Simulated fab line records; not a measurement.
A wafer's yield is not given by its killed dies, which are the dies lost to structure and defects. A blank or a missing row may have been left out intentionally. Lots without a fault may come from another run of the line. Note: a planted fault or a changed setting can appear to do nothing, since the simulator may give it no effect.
Comparing a struck lot with a sound one -- flow nand harc -- 42 steps out of a route of 1302
Sound: the wafers L397.1, L397.4, L397.6. Struck: wafer L389.3. (L389.1, L389.5 of the same lot were not struck and are left out.) The cause comes at the end.
At each step with rows: each side's tool, then ch and its chambers, then its first start. Under that, the readings that differ: sound wafers -- struck wafers -- difference of the means -- sigmas: that difference in standard deviations of wafers without a fault.
alike: readings whose means differ by less than 2 such deviations, and words and numbers that are the same on both sides. not compared: withheld readings, readings that some wafer has no value for, bounds like >300 that may hide the same value, and numbers for which the record gives no deviation and whose values overlap.
Wherever a step has rows on one side only, a row that says differs or no value, or a row with sigmas, the two part there. Numbers that have no deviation but don't overlap get no sigmas and don't part them. Lack of a reading on every wafer of one side parts them only where that side has two or more wafers.

NHARC_A_BLC_OVL_MEAS_11:
  sound: overlay-02 at day 29 18:21; struck: overlay-01 at day 26 13:34
  alike: overlay x nm, overlay y nm
NHARC_A_BLC_INSPECT_12:
  sound: defect inspect-01 at day 29 18:23; struck: defect inspect-02 at day 26 13:36
  alike: raw defect count
then, 4 steps without rows for these wafers: NHARC_A_BLC_DESCUM_15 (chemistry O2, time 3 s); NHARC_A_BLC_ETCH_16 (etches the open film in CF4, target depth 39 nm, time 65 s); NHARC_A_BLC_ETCH_17 (etches the open film in N2/H2, target depth 390 nm, time 609.38 s); NHARC_A_BLC_ETCH_18 (etches the open film in C4F8/O2/Ar, target depth 910 nm).
NHARC_A_BLC_CD_MEAS_19:
  sound: cd sem-02 at day 29 19:25; struck: cd sem-03 at day 26 14:38
  alike: cd nm
then, 1 step without rows for these wafers: NHARC_A_BLC_STRIP_29 (strips in CF4).
NHARC_A_BLC_STRIP_21: strips in O2.
  sound on rie diel-05 ch 1,3, day 29 19:36; struck on rie diel-09 ch 1, day 26 14:49
  alike: drypump motor current A, oes product au, rf vpp V, showerhead plenum p Torr, throttle valve pct
  not compared: rf hours counter h
then, 1 step without rows for these wafers: NHARC_A_BLC_STRIP_22 (strips in post etch residue remover, time 600 s).
NHARC_A_BLC_DEGAS_30: time 60 s.
  sound: pvd sputter-02 at day 29 20:02; struck: pvd sputter-02 at day 26 15:15
  alike: heater power w
then, 1 step without rows for these wafers: NHARC_A_BLC_PRE_CLEAN_31 (time 15 s).
NHARC_A_BLC_PVD_32: deposits Ti, target thk 5 nm, time 17.7 s.
  sound: pvd sputter-02 at day 29 20:09; struck: pvd sputter-02 at day 26 15:23
  alike: throttle valve pct
then, 2 steps without rows for these wafers: NHARC_A_BLC_ALD_23 (deposits TiN, target thk 3 nm, pulse time 1 s, ald cycles 150); NHARC_A_BLC_CVD_24 (deposits W, target thk 150 nm, time 434 s).
NHARC_A_BLC_CMP_25: polishes, t overpolish 30 s, target thk 150 nm.
  sound on cmp-04 ch 1,2,3, day 29 21:04; struck on cmp-01 ch 0, day 26 16:15
  alike: motor current A, overpolish run s, time to endpoint s
following that, these wafers have no rows for 1 step: NHARC_A_BLC_SRD_27.
NHARC_A_BLC_INSPECT_28:
  sound: defect inspect-02 at day 29 21:26; struck: defect inspect-02 at day 26 16:40
  alike: raw defect count
then, 10 steps without rows for these wafers: NHARC_A_M0_DEP_00 (deposits SiOC, target thk 150 nm); NHARC_A_M0_DEHYDRATE_01 (time 120 s); NHARC_A_M0_HMDS_02 (time 30 s); NHARC_A_M0_COAT_33 (time 65 s); NHARC_A_M0_COAT_03 (resist thk 90 nm); NHARC_A_M0_SOFTBAKE_04 (time 55 s); NHARC_A_M0_EBR_05; NHARC_A_M0_EXPOSE_06 (exposes mask A M0, target cd 80 nm); NHARC_A_M0_PEB_07 (peb time 65 s); NHARC_A_M0_DEVELOP_08 (develop time 35 s).
NHARC_A_M0_CD_MEAS_09: target cd 80 nm.
  the record has rows for the sound wafers here (cd sem-02 ch 0, day 29 22:20) and none for the struck ones
NHARC_A_M0_OVL_MEAS_10: pitch 160 nm.
  the record has rows for the sound wafers here (overlay-01, day 29 22:25) and none for the struck ones
NHARC_A_M0_INSPECT_11:
  the record has rows for the sound wafers here (defect inspect-01, day 29 22:27) and none for the struck ones
NHARC_A_M0_DESCUM_14: chemistry O2, time 3 s.
  the record has rows for the sound wafers here (rie diel-07 ch 1,2, day 29 22:31) and none for the struck ones
then, 2 steps without rows for these wafers: NHARC_A_M0_ETCH_34 (etches the open film in N2/H2, target depth 40 nm, overetch 12 nm, time 43.94 s); NHARC_A_M0_ETCH_15 (etches the open film in C4F8/Ar, target depth 150 nm, overetch 15 nm, time 82.5 s).
NHARC_A_M0_CD_MEAS_16:
  the record has rows for the sound wafers here (cd sem-03, day 29 22:49) and none for the struck ones
then, 4 steps without rows for these wafers: NHARC_A_M0_STRIP_18 (strips in N2/H2); NHARC_A_M0_STRIP_19 (strips in post etch residue remover, time 600 s); NHARC_A_M0_DEGAS_28 (time 60 s); NHARC_A_M0_PRE_CLEAN_29 (time 30 s).
NHARC_A_M0_PVD_20: deposits TaN, target thk 5 nm, time 8.06 s.
  the record has rows for the sound wafers here (pvd sputter-02) and none for the struck ones
then, 1 step without rows for these wafers: NHARC_A_M0_PVD_21 (deposits Cu, target thk 30 nm, time 20.49 s).
NHARC_END_SORT_01:
  sound on prober-01 ch 0, day 31 13:43; struck on prober-02 ch 0, day 28 13:40
reading,sound,struck,difference,sigmas
killed at array,74 60 65,664,+598,+37
killed at other,0 1 1,4,+3,+3
killed at periphery,4 2 3,9,+6,+2
killed dies,78 63 69,677,+607,+38
  alike: killed open, killed short

== WHERE THEY PART ==
Earliest at NHARC_A_M0_CD_MEAS_09; latest, in this record, at NHARC_END_SORT_01.

WHY: the cause the simulator had injected
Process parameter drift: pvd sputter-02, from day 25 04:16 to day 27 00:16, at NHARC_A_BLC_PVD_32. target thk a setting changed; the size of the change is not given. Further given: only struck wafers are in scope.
